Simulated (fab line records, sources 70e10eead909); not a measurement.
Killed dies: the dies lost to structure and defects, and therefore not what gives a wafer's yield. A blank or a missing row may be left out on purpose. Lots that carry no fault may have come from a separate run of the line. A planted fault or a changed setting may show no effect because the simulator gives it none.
Matching of chambers || flow nand harc || NHARC_A_STAIRCASE_ETCH_313 on rie diel-04 has 4 sister chambers
The step etches the open film in CF4/CHF3. 16 wafers are shown with their chamber, then 8 later ones without.

## WAFERS WITH THEIR CHAMBER
{"wafer": "L081.2", "chamber": 0, "showerhead plenum p Torr (Torr)": 1.63, "drypump motor current A (A)": 6.3, "rf vpp V (V)": 372.3}
{"wafer": "L081.4", "chamber": 3, "showerhead plenum p Torr (Torr)": 1.60, "drypump motor current A (A)": 5.8, "rf vpp V (V)": 371.4}
{"wafer": "L081.5", "chamber": 2, "showerhead plenum p Torr (Torr)": 1.57, "drypump motor current A (A)": 5.9, "rf vpp V (V)": 370.0}
{"wafer": "L080.2", "chamber": 1, "showerhead plenum p Torr (Torr)": 1.48, "drypump motor current A (A)": 5.8, "rf vpp V (V)": 368.1}
{"wafer": "L080.3", "chamber": 3, "showerhead plenum p Torr (Torr)": 1.60, "drypump motor current A (A)": 5.8, "rf vpp V (V)": 370.6}
{"wafer": "L080.4", "chamber": 0, "showerhead plenum p Torr (Torr)": 1.63, "drypump motor current A (A)": 6.3, "rf vpp V (V)": 371.4}
{"wafer": "L083.1", "chamber": 3, "showerhead plenum p Torr (Torr)": 1.60, "drypump motor current A (A)": 5.9, "rf vpp V (V)": 370.8}
{"wafer": "L083.2", "chamber": 2, "showerhead plenum p Torr (Torr)": 1.57, "drypump motor current A (A)": 5.9, "rf vpp V (V)": 370.9}
{"wafer": "L083.3", "chamber": 0, "showerhead plenum p Torr (Torr)": 1.62, "drypump motor current A (A)": 6.3, "rf vpp V (V)": 372.4}
{"wafer": "L083.4", "chamber": 1, "showerhead plenum p Torr (Torr)": 1.48, "drypump motor current A (A)": 5.9, "rf vpp V (V)": 367.2}
{"wafer": "L083.5", "chamber": 3, "showerhead plenum p Torr (Torr)": 1.60, "drypump motor current A (A)": 5.9, "rf vpp V (V)": 371.4}
{"wafer": "L083.6", "chamber": 0, "showerhead plenum p Torr (Torr)": 1.63, "drypump motor current A (A)": 6.3, "rf vpp V (V)": 372.6}
{"wafer": "L089.3", "chamber": 2, "showerhead plenum p Torr (Torr)": 1.56, "drypump motor current A (A)": 6.0, "rf vpp V (V)": 371.2}
{"wafer": "L089.4", "chamber": 3, "showerhead plenum p Torr (Torr)": 1.60, "drypump motor current A (A)": 5.8, "rf vpp V (V)": 371.3}
{"wafer": "L089.5", "chamber": 2, "showerhead plenum p Torr (Torr)": 1.56, "drypump motor current A (A)": 6.0, "rf vpp V (V)": 371.5}
{"wafer": "L091.1", "chamber": 2, "showerhead plenum p Torr (Torr)": 1.56, "drypump motor current A (A)": 5.9, "rf vpp V (V)": 371.0}

SIGNATURES (averages over the wafers above)
{"reading": "showerhead plenum p Torr", "chamber 0": 1.6275, "chamber 1": 1.4800, "chamber 2": 1.5640, "chamber 3": 1.6000, "scatter within a chamber": 0.00403}
{"reading": "drypump motor current A", "chamber 0": 6.300, "chamber 1": 5.850, "chamber 2": 5.940, "chamber 3": 5.840, "scatter within a chamber": 0.0492}
{"reading": "rf vpp V", "chamber 0": 372.175, "chamber 1": 367.650, "chamber 2": 370.920, "chamber 3": 371.100, "scatter within a chamber": 0.507}
Rule: a wafer lies at a distance from a chamber equal to the root of the sum of squares, over the readings, of (its reading less the chamber's mean, divided by the reading's scatter). The wafer belongs to the nearest chamber; if the next one is less than 2 further off, it can't be placed. How the scatter is found: for the shown wafers, subtract from each reading the mean of its chamber, square and add these, divide the total by (wafers less chambers), then take the root.

## WAFERS WITH NO CHAMBER GIVEN
{"wafer": "L091.3", "showerhead plenum p Torr (Torr)": 1.47, "drypump motor current A (A)": 5.8, "rf vpp V (V)": 367.2}
{"wafer": "L091.4", "showerhead plenum p Torr (Torr)": 1.59, "drypump motor current A (A)": 5.9, "rf vpp V (V)": 370.4}
{"wafer": "L090.1", "showerhead plenum p Torr (Torr)": 1.56, "drypump motor current A (A)": 5.9, "rf vpp V (V)": 369.4}
{"wafer": "L090.5", "showerhead plenum p Torr (Torr)": 1.59, "drypump motor current A (A)": 5.8, "rf vpp V (V)": 370.4}
{"wafer": "L090.6", "showerhead plenum p Torr (Torr)": 1.56, "drypump motor current A (A)": 6.0, "rf vpp V (V)": 369.4}
{"wafer": "L095.1", "showerhead plenum p Torr (Torr)": 1.59, "drypump motor current A (A)": 5.8, "rf vpp V (V)": 372.0}
{"wafer": "L095.2", "showerhead plenum p Torr (Torr)": 1.62, "drypump motor current A (A)": 6.3, "rf vpp V (V)": 372.3}
{"wafer": "L095.4", "showerhead plenum p Torr (Torr)": 1.56, "drypump motor current A (A)": 5.9, "rf vpp V (V)": 371.3}

## WHICH CHAMBER EACH WENT THROUGH
{"wafer": "L091.3", "from the rows above": 1, "in truth": 1}
{"wafer": "L091.4", "from the rows above": 3, "in truth": 3}
{"wafer": "L090.1", "from the rows above": 2, "in truth": 2}
{"wafer": "L090.5", "from the rows above": 3, "in truth": 3}
{"wafer": "L090.6", "from the rows above": 2, "in truth": 2}
{"wafer": "L095.1", "from the rows above": 3, "in truth": 3}
{"wafer": "L095.2", "from the rows above": 0, "in truth": 0}
{"wafer": "L095.4", "from the rows above": 2, "in truth": 2}
Correctly placed: 8 of 8. Left unplaced by these rows: 0. Placed wrongly: 0.
